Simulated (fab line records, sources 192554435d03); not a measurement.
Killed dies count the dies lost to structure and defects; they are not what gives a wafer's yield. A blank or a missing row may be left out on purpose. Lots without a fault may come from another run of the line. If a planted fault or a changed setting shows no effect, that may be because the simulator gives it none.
Split-lot experiment + flow n5-finfet + 39 wafers read from 7 lots, route of 1938 steps

ABOUT THE SPLIT
At N5_DUMMY_GATE_EXPOSE_12 (exposes mask GATE, target cd 25 nm), the setting dose-mj was moved away from the recipe's 34 on 12 of the 39 wafers read, by -7.8% to +4.8%. All remaining wafers had this setting at the recipe value.

FROM THE SPLIT TO THE READING: what the file shows between them, 2 steps
- N5_DUMMY_GATE_PEB_13: peb time 60 s
- N5_DUMMY_GATE_DEVELOP_14: develop time 30 s

THE READING
cd-nm, in nm, at N5_DUMMY_GATE_CD_MEAS_15 (target cd 25.8 nm). On this fab line, fault-free wafers typically give 25.05 nm with a standard deviation of 0.24 nm.

| wafer  | tool, chamber at the split | dose-mj as run | against the recipe | cd-nm, nm | against lot-mates on the recipe |
|--------|----------------------------|----------------|--------------------|-----------|---------------------------------|
| L077.1 | euv-scanner-01, 0          | 34             | recipe             | 25.58     | -                               |
| L077.2 | euv-scanner-01, 0          | 31.36          | -7.8%              | 26.87     | +1.43                           |
| L077.3 | euv-scanner-01, 0          | 31.36          | -7.8%              | 26.81     | +1.37                           |
| L077.4 | euv-scanner-01, 0          | 34             | recipe             | 25.32     | -                               |
| L077.5 | euv-scanner-01, 0          | 31.36          | -7.8%              | 26.50     | +1.06                           |
| L077.6 | euv-scanner-01, 0          | 34             | recipe             | 25.42     | -                               |
| L082.2 | euv-scanner-02, 0          | 34             | recipe             | 24.71     | -                               |
| L082.5 | euv-scanner-02, 0          | 34             | recipe             | 24.51     | -                               |
| L082.6 | euv-scanner-02, 0          | 34             | recipe             | 24.95     | -                               |
| L083.1 | euv-scanner-02, 0          | 34             | recipe             | 25.15     | -                               |
| L083.2 | euv-scanner-02, 0          | 34             | recipe             | 25.14     | -                               |
| L083.3 | euv-scanner-02, 0          | 35.63          | +4.8%              | 24.38     | -0.75                           |
| L083.4 | euv-scanner-02, 0          | 34             | recipe             | 25.11     | -                               |
| L083.5 | euv-scanner-02, 0          | 35.63          | +4.8%              | 24.67     | -0.46                           |
| L083.6 | euv-scanner-02, 0          | 35.63          | +4.8%              | 23.97     | -1.16                           |
| L084.1 | euv-scanner-01, 0          | 31.6           | -7.1%              | 26.56     | +1.31                           |
| L084.2 | euv-scanner-01, 0          | 34             | recipe             | 24.90     | -                               |
| L084.3 | euv-scanner-01, 0          | 34             | recipe             | 25.27     | -                               |
| L084.4 | euv-scanner-01, 0          | 31.6           | -7.1%              | 26.63     | +1.38                           |
| L084.5 | euv-scanner-01, 0          | 34             | recipe             | 25.57     | -                               |
| L084.6 | euv-scanner-01, 0          | 31.6           | -7.1%              | 26.40     | +1.15                           |
| L085.1 | euv-scanner-02, 0          | 34             | recipe             | 24.94     | -                               |
| L085.2 | euv-scanner-02, 0          | 34             | recipe             | 24.80     | -                               |
| L085.3 | euv-scanner-02, 0          | 34             | recipe             | 25.17     | -                               |
| L085.4 | euv-scanner-02, 0          | 34             | recipe             | 25.20     | -                               |
| L085.5 | euv-scanner-02, 0          | 34             | recipe             | 24.98     | -                               |
| L085.6 | euv-scanner-02, 0          | 34             | recipe             | 24.64     | -                               |
| L088.1 | euv-scanner-01, 0          | 34             | recipe             | 24.68     | -                               |
| L088.2 | euv-scanner-01, 0          | 34             | recipe             | 25.00     | -                               |
| L088.3 | euv-scanner-01, 0          | 34             | recipe             | 25.25     | -                               |
| L088.4 | euv-scanner-01, 0          | 34             | recipe             | 24.63     | -                               |
| L088.5 | euv-scanner-01, 0          | 34             | recipe             | 24.81     | -                               |
| L088.6 | euv-scanner-01, 0          | 34             | recipe             | 25.17     | -                               |
| L089.1 | euv-scanner-01, 0          | 32.23          | -5.2%              | 25.92     | +0.91                           |
| L089.2 | euv-scanner-01, 0          | 34             | recipe             | 24.76     | -                               |
| L089.3 | euv-scanner-01, 0          | 34             | recipe             | 25.04     | -                               |
| L089.4 | euv-scanner-01, 0          | 32.23          | -5.2%              | 25.81     | +0.80                           |
| L089.5 | euv-scanner-01, 0          | 34             | recipe             | 25.24     | -                               |
| L089.6 | euv-scanner-01, 0          | 32.23          | -5.2%              | 26.09     | +1.08                           |

THE FIT
A straight line over all 39 wafers: cd-nm changes by -0.195 nm for each +1% of dose-mj; r = -0.92; the points scatter about the line by 0.27 nm.
The same after taking each lot's own level away (the mean of its wafers on the recipe; 39 wafers): -0.172 nm for each +1%; r = -0.95; scatter 0.2 nm.
The reading moves by 1.3 nm for the largest change in dose-mj, on that fit.
Measured against the standard deviation above, the lots' own levels, which go from 24.723 to 25.440 nm, span 3.0 times it.
Thus the slope moves with the lot-to-lot level: the two fits are different.
Check: +1.33 nm against its lot-mates is what the line predicts for one of the wafers moved furthest among these (-7.8%) when that wafer is left out of the fit. It came out at +1.43 nm against them.

THE OTHER SPLITS THESE WAFERS WENT THROUGH
Other splits were also applied to these wafers ahead of the reading. Each is held against what the fit with the lots' levels taken away leaves over:
| other split on the same wafers    | wafers away from the commonest value | r with cd-nm (lot level and that fit taken away) |
|-----------------------------------|--------------------------------------|--------------------------------------------------|
| N5_WELL_APT_IMPLANT_31 energy-kev | 15                                   | -0.24                                            |

FILE'S OWN FIT
cd-nm changes by -0.173 nm for each +1% of dose-mj, r = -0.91.
